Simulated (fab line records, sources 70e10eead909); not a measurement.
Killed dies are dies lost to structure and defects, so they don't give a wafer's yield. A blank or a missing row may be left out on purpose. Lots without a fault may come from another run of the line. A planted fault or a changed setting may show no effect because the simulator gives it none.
Which tool did it? | flow nand_harc | 15 lots, 42 wafers sampled, at 5 steps of a route of 1159

WHAT THE GAUGES READ, wafer by wafer
NHARC_A_STAIRCASE_INSPECT_155.
lot  | measured     | on                | raw_defect_count
L494 | day 14 07:31 | defect_inspect-02 | 253 289 251
L493 | day 14 07:48 | defect_inspect-02 | 479 604 407
L496 | day 14 19:14 | defect_inspect-01 | 395 353 563
L497 | day 14 19:22 | defect_inspect-01 | 626 503 520
L495 | day 14 19:24 | defect_inspect-02 | 254 306 271
L501 | day 16 01:37 | defect_inspect-02 | 475 363 417
L502 | day 16 02:05 | defect_inspect-01 | 385 491 352
L503 | day 16 12:32 | defect_inspect-02 | 225 221 153
L507 | day 17 01:11 | defect_inspect-02 | 254 173
L509 | day 17 23:37 | defect_inspect-02 | 370 283
L513 | day 18 11:30 | defect_inspect-02 | 345 352 469
L511 | day 18 15:11 | defect_inspect-01 | 210 289
L516 | day 19 10:28 | defect_inspect-02 | 294 252 327
L515 | day 19 10:38 | defect_inspect-01 | 239 258 404
L514 | day 19 11:55 | defect_inspect-02 | 273 277 339

NHARC_A_SGD_CUT_INSPECT_11.
lot  | measured     | on                | raw_defect_count
L494 | day 14 08:18 | defect_inspect-01 | 18 14 15
L493 | day 14 08:53 | defect_inspect-02 | 5 5 8
L496 | day 14 20:08 | defect_inspect-02 | 2 1 13
L497 | day 14 20:17 | defect_inspect-02 | 15 19 14
L495 | day 14 20:28 | defect_inspect-02 | 17 17 24
L501 | day 16 02:25 | defect_inspect-02 | 21 20 21
L502 | day 16 03:00 | defect_inspect-02 | 11 7 10
L503 | day 16 13:19 | defect_inspect-02 | 22 20 25
L507 | day 17 02:20 | defect_inspect-01 | 9 12
L509 | day 18 00:26 | defect_inspect-02 | 21 14
L513 | day 18 12:17 | defect_inspect-02 | 38 29 28
L511 | day 18 16:05 | defect_inspect-02 | 10 10
L516 | day 19 11:23 | defect_inspect-02 | 16 18 15
L515 | day 19 11:32 | defect_inspect-01 | 8 21 17
L514 | day 19 12:51 | defect_inspect-02 | 23 18 14

NHARC_END_SORT_01.
lot  | measured     | on        | killed_at_array | killed_at_other | killed_at_periphery | killed_dies | killed_open | killed_short
L509 | day 24 00:22 | prober-01 | 29 202          | 0 1             | 16 13               | 45 216      | 4 2         | 4 0
L511 | day 24 14:10 | prober-01 | 16 180          | 3 2             | 2 2                 | 21 184      | 4 3         | 1 4

WHICH TOOL RAN EACH LOT (tool, then ch and the chambers of the sampled wafers, then the start)
lot  | NHARC_A_SGD_CUT_DEP_00          | NHARC_A_SGD_CUT_ETCH_59
L494 | pecvd-02 ch 0,1, day 14 07:38   | rie_diel-06 ch 0,1, day 14 08:34
L493 | pecvd-04 ch 0,1, day 14 08:02   | rie_diel-06 ch 0,1,2, day 14 09:15
L496 | pecvd-02 ch 0,2, day 14 19:19   | rie_diel-11 ch 0,1,2, day 14 20:23
L497 | pecvd-03 ch 0,1,2, day 14 19:26 | rie_diel-01 ch 0,2,3, day 14 20:32
L495 | pecvd-04 ch 0,1,2, day 14 19:34 | rie_diel-06 ch 0,1, day 14 20:43
L501 | pecvd-03 ch 0,1, day 16 01:41   | rie_diel-01 ch 0,1,3, day 16 02:41
L502 | pecvd-04 ch 0,1,2, day 16 02:11 | rie_diel-11 ch 1,2,3, day 16 03:14
L503 | pecvd-04 ch 0,1,2, day 16 12:36 | rie_diel-01 ch 0,1,3, day 16 13:34
L507 | pecvd-03 ch 1,2, day 17 01:38   | rie_diel-01 ch 1,2, day 17 02:37
L509 | pecvd-04 ch 0,1, day 17 23:46   | rie_diel-01 ch 2, day 18 00:42
L513 | pecvd-03 ch 0,1,2, day 18 11:34 | rie_diel-11 ch 0,2, day 18 12:34
L511 | pecvd-03 ch 0,1, day 18 15:16   | rie_diel-01 ch 0,1, day 18 16:23
L516 | pecvd-02 ch 0,1,2, day 19 10:32 | rie_diel-06 ch 0,2,3, day 19 11:37
L515 | pecvd-03 ch 0,1, day 19 10:42   | rie_diel-11 ch 0,1,3, day 19 11:49
L514 | pecvd-02 ch 1,2, day 19 11:59   | rie_diel-11 ch 0,3, day 19 13:05
- NHARC_A_SGD_CUT_DEP_00: deposits SiNx, target thk 50 nm.
- NHARC_A_SGD_CUT_ETCH_59: etches the open film in N2/H2, target depth 260 nm, time 406.25 s.

WHAT THE TOOLS THEMSELVES READ (means of the sampled wafers that have a number; where no wafer has one, the mark that the record gives instead)
NHARC_A_SGD_CUT_DEP_00.
lot  | tool     | heater_power_w (W)
L494 | pecvd-02 | 808
L493 | pecvd-04 | 733
L496 | pecvd-02 | 787
L497 | pecvd-03 | 717
L495 | pecvd-04 | 669
L501 | pecvd-03 | 781
L502 | pecvd-04 | 704
L503 | pecvd-04 | 719
L507 | pecvd-03 | 698
L509 | pecvd-04 | 641
L513 | pecvd-03 | 688
L511 | pecvd-03 | 732
L516 | pecvd-02 | 816
L515 | pecvd-03 | 793
L514 | pecvd-02 | 797

NHARC_A_SGD_CUT_ETCH_59.
lot  | tool        | drypump_motor_current_A (A) | oes_product_au (a.u.) | rf_vpp_V (V) | showerhead_plenum_p_Torr (Torr) | throttle_valve_pct (%)
L494 | rie_diel-06 | 5.8                         | 0.994                 | 428.2        | 1.96                            | 14.171
L493 | rie_diel-06 | 5.9                         | 0.993                 | 430.6        | 2.03                            | 14.176
L496 | rie_diel-11 | 6.3                         | 0.996                 | 431.7        | 2.06                            | 14.172
L497 | rie_diel-01 | 6.0                         | 1.008                 | 433.3        | 2.11                            | 14.173
L495 | rie_diel-06 | 5.7                         | 1.003                 | 428.6        | 1.96                            | 14.175
L501 | rie_diel-01 | 6.3                         | 1.002                 | 433.1        | 2.11                            | 14.172
L502 | rie_diel-11 | 6.0                         | 0.991                 | 431.9        | 2.07                            | 14.174
L503 | rie_diel-01 | 6.4                         | 1.001                 | 432.3        | 2.11                            | 14.176
L507 | rie_diel-01 | 5.4                         | 0.942                 | 432.9        | 2.15                            | 14.169
L509 | rie_diel-01 | 4.9                         | 0.929                 | 434.2        | 2.16                            | 14.168
L513 | rie_diel-11 | 6.1                         | 0.999                 | 430.8        | 2.08                            | 14.173
L511 | rie_diel-01 | 6.2                         | 0.935                 | 432.6        | 2.12                            | 14.182
L516 | rie_diel-06 | 5.9                         | 0.995                 | 430.3        | 2.03                            | 14.169
L515 | rie_diel-11 | 6.1                         | 1.000                 | 430.6        | 2.00                            | 14.176
L514 | rie_diel-11 | 6.1                         | 0.996                 | 428.2        | 1.96                            | 14.168

THE ANSWER, worked out from the rows above alone
Rule: what is usual is taken from the lots themselves. Put in order of their means at a reading, lots are off if they are a third of the lots or fewer, leave a main group of 4 or more, and stand apart from it by a gap of 3 or more times the standard deviation of the main group's means; of several such gaps the widest counts. A main group whose means are all the same, to the digits that the tables above print for the reading, isn't used. A lot without any number at a reading at which 4 lots or more have one is off too. The other lots that the step has rows for count as sound. The gauges are gone through in route order, then the tools' own readings, and for those a lot's mean is taken as printed above. The first step at which some lot is off is used, and at that step the reading that is off furthest; a lot without a number counts as furthest.
Off: L507, L509, L511, at NHARC_A_SGD_CUT_ETCH_59 (oes_product_au). The main group: mean 0.998 a.u., standard deviation 0.0047.
A tool fits if, at that step or a process step before it, it ran every lot that is off, and no sound lot after the first of them. One fits: rie_diel-01 at NHARC_A_SGD_CUT_ETCH_59. Its last sound lot is L503 (day 16 13:34), its first lot that is off L507 (day 17 02:37): a fault that began between those two fits.
The tool's own readings at NHARC_A_SGD_CUT_ETCH_59 bear it out: on the lots that are off they differ by more than 5 times the standard deviation of the sound lots' means. oes_product_au reads 0.935 a.u. there against 0.998 a.u. on the sound lots.

WHAT THE SIMULATOR HAD PUT IN
Process parameter drift: rie_diel-01, from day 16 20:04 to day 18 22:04, at NHARC_A_SGD_CUT_ETCH_59. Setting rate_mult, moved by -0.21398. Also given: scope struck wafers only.
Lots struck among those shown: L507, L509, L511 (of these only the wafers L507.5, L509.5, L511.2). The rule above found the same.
